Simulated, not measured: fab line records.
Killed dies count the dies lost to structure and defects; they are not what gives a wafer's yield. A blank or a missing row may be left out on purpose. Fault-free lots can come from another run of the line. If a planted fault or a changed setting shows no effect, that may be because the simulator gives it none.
Matching of chambers :: flow n5-finfet :: 3 sister chambers for N5_FIN_SAQP_HM_DEP_72 on pecvd-03
The step deposits SiO2 from SiH4/N2O, target thk 12 nm, time 7.2 s. 6 wafers are shown with their chamber, then 9 later ones without.

EACH WAFER AND ITS CHAMBER
wafer: L085.4
chamber: 2
showerhead-plenum-p-Torr (Torr): 8.20
heater-power-w (W): 877

wafer: L087.3
chamber: 0
showerhead-plenum-p-Torr (Torr): 7.97
heater-power-w (W): 843

wafer: L087.4
chamber: 2
showerhead-plenum-p-Torr (Torr): 8.22
heater-power-w (W): 961

wafer: L090.1
chamber: 1
showerhead-plenum-p-Torr (Torr): 8.27
heater-power-w (W): 739

wafer: L090.3
chamber: 0
showerhead-plenum-p-Torr (Torr): 7.98
heater-power-w (W): 734

wafer: L090.6
chamber: 1
showerhead-plenum-p-Torr (Torr): 8.26
heater-power-w (W): 722

WAFERS WITHOUT THEIR CHAMBER
wafer: L094.3
showerhead-plenum-p-Torr (Torr): 8.23
heater-power-w (W): 1020

wafer: L094.5
showerhead-plenum-p-Torr (Torr): 7.99
heater-power-w (W): 819

wafer: L094.6
showerhead-plenum-p-Torr (Torr): 8.20
heater-power-w (W): 979

wafer: L095.3
showerhead-plenum-p-Torr (Torr): 7.99
heater-power-w (W): 728

wafer: L095.5
showerhead-plenum-p-Torr (Torr): 8.28
heater-power-w (W): 747

wafer: L095.6
showerhead-plenum-p-Torr (Torr): 7.98
heater-power-w (W): 737

wafer: L096.1
showerhead-plenum-p-Torr (Torr): 8.27
heater-power-w (W): 781

wafer: L096.4
showerhead-plenum-p-Torr (Torr): 8.22
heater-power-w (W): 957

wafer: L096.5
showerhead-plenum-p-Torr (Torr): 7.97
heater-power-w (W): 695

EACH ONE'S CHAMBER
wafer: L094.3
from the rows above: 2
in truth: 2

wafer: L094.5
from the rows above: 0
in truth: 0

wafer: L094.6
from the rows above: 2
in truth: 2

wafer: L095.3
from the rows above: 0
in truth: 0

wafer: L095.5
from the rows above: 1
in truth: 1

wafer: L095.6
from the rows above: 0
in truth: 0

wafer: L096.1
from the rows above: 1
in truth: 1

wafer: L096.4
from the rows above: 2
in truth: 2

wafer: L096.5
from the rows above: 0
in truth: 0
Correctly placed: 9 of 9. Left unplaced by these rows: 0. Placed wrongly: 0.
How it was worked out, from the rows above alone: a wafer's distance from a chamber is the root of the sum, over the readings, of the square of ((its reading less the chamber's mean) divided by the reading's scatter). If the next closest chamber is less than 2 further off than the closest, the wafer can't be placed; otherwise it belongs to the closest. Each chamber's mean is taken over the wafers shown for it. The scatter: take each reading less its chamber's mean, square it, sum over the shown wafers, divide by the number of wafers less the number of chambers, and take the root.
